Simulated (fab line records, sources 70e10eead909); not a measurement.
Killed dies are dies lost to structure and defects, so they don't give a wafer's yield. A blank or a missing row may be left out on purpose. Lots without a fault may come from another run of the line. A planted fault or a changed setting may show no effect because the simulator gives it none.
Tool commonality check | flow nand_harc | 3 lots, 9 wafers sampled

WHY IT WAS OPENED
At NHARC_END_SORT_01 the reading killed_dies is flagged on 3 of 3 lots. Wafers without a fault read 58, standard deviation 18.
Rule: a lot is flagged when every wafer of it that has a number lies more than 4 standard deviations from that mean, or none has a number. The other lots count as sound.

lot  | measured     | on        | killed_dies, wafer by wafer | flag
L184 | day 28 15:17 | prober-01 | 677 677 677                 | FLAGGED
L182 | day 28 16:03 | prober-02 | 677 677 677                 | FLAGGED
L183 | day 28 22:13 | prober-02 | 677 677 677                 | FLAGGED
The numbers of the flagged lots are 677 on average: +619 against the usual, or +34 standard deviations.

WHICH TOOL RAN EACH LOT
The record holds 4 process steps before the reading, out of a route of 1302 steps. In each cell: the tool, then ch and the chambers that the sampled wafers went through, then the start.
lot  | flag    | NHARC_A_CHANNEL_HOLE_D2_XSEM_32 | NHARC_A_CHANNEL_FILL_D2_ALD_14   | NHARC_A_CHANNEL_FILL_D2_ETCHBACK_19 | NHARC_A_CHANNEL_FILL_D2_STRIP_28
L184 | FLAGGED | xsem-02 ch 0, day 18 04:12      | ald_hk-02 ch 0,2,3, day 18 11:38 | rie_si-03 ch 0,2, day 19 04:37      | rie_diel-12 ch 1,3, day 19 04:49
L182 | FLAGGED | xsem-01 ch 0, day 17 18:38      | ald_hk-01 ch 2,3, day 18 01:59   | rie_si-05 ch 1,2,3, day 18 18:31    | rie_diel-12 ch 0,1,2, day 18 18:43
L183 | FLAGGED | xsem-02 ch 0, day 17 18:45      | ald_hk-02 ch 0,2,3, day 18 02:03 | rie_si-03 ch 0,2, day 18 18:31      | rie_diel-04 ch 1,3, day 18 18:43
What these steps do:
- NHARC_A_CHANNEL_HOLE_D2_XSEM_32
- NHARC_A_CHANNEL_FILL_D2_ALD_14: deposits SiO2, target thk 2.5 nm, pulse time 10 s, ald cycles 25.
- NHARC_A_CHANNEL_FILL_D2_ETCHBACK_19: etches the open film in HBr/Cl2, target depth 5 nm, time 1.7 s.
- NHARC_A_CHANNEL_FILL_D2_STRIP_28: strips in O2, time 20 s.
- NHARC_END_SORT_01

FLAGGED OVER TOTAL, TOOL BY TOOL (the gauges that took the reading come last)
step                                | tool        | lots run | flagged | share of the flagged lots | sound lots run after its first flagged lot
NHARC_A_CHANNEL_HOLE_D2_XSEM_32     | xsem-01     | 1        | 1       | some                      | 0
NHARC_A_CHANNEL_HOLE_D2_XSEM_32     | xsem-02     | 2        | 2       | some                      | 0
NHARC_A_CHANNEL_FILL_D2_ALD_14      | ald_hk-01   | 1        | 1       | some                      | 0
NHARC_A_CHANNEL_FILL_D2_ALD_14      | ald_hk-02   | 2        | 2       | some                      | 0
NHARC_A_CHANNEL_FILL_D2_ETCHBACK_19 | rie_si-03   | 2        | 2       | some                      | 0
NHARC_A_CHANNEL_FILL_D2_ETCHBACK_19 | rie_si-05   | 1        | 1       | some                      | 0
NHARC_A_CHANNEL_FILL_D2_STRIP_28    | rie_diel-04 | 1        | 1       | some                      | 0
NHARC_A_CHANNEL_FILL_D2_STRIP_28    | rie_diel-12 | 2        | 2       | some                      | 0
NHARC_END_SORT_01                   | prober-01   | 1        | 1       | some                      | 0
NHARC_END_SORT_01                   | prober-02   | 2        | 2       | some                      | 0

WHAT THE TABLE ALLOWS
No row of the table ran every flagged lot.

WHAT THE SIMULATOR HAD PUT IN
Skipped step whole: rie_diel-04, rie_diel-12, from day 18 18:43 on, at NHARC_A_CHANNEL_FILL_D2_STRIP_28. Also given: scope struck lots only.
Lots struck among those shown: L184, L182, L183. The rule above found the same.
